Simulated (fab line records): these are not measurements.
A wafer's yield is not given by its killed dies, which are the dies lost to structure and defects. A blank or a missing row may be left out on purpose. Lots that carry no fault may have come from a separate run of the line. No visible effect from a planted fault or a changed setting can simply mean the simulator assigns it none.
Matching of chambers | flow nand_harc | 4 sister chambers for NHARC_A_CONTACT_ETCH_110 on rie_diel-05
The step etches the open film in CF4/O2, target depth 50 nm, overetch 5 nm, time 27.5 s. 4 wafers are shown with their chamber, then 9 later ones without.

EACH WAFER AND ITS CHAMBER
wafer  | chamber | drypump_motor_current_A (A)
L083.4 | 0       | 5.8
L084.1 | 3       | 6.6
L084.2 | 1       | 5.9
L084.6 | 2       | 6.1

WAFERS WITHOUT THEIR CHAMBER
wafer  | drypump_motor_current_A (A)
L085.2 | 5.8
L085.3 | 6.6
L085.5 | 6.2
L090.1 | 5.8
L090.5 | 6.6
L090.6 | 5.8
L092.1 | 5.8
L092.2 | 6.1
L092.4 | 6.6

WHICH CHAMBER EACH ONE RAN IN
wafer  | from the rows above | in truth
L085.2 | 0                   | 0
L085.3 | 3                   | 3
L085.5 | 2                   | 2
L090.1 | 0                   | 0
L090.5 | 3                   | 3
L090.6 | 0                   | 0
L092.1 | 0                   | 0
L092.2 | 2                   | 2
L092.4 | 3                   | 3
Correctly placed: 9 of 9. Not placeable from these rows: 0. 0 placed wrongly.
How it was worked out, from the rows above alone: a wafer's distance from a chamber is the root of the sum, over the readings, of the square of ((its reading less the chamber's mean) divided by the reading's scatter). If the next closest chamber is less than 2 further off than the closest, the wafer can't be placed; otherwise it belongs to the closest. Each chamber's mean is taken over the wafers shown for it. The scatter: root of mean squared gap, hidden wafer to nearest shown wafer, with one shown wafer a chamber.
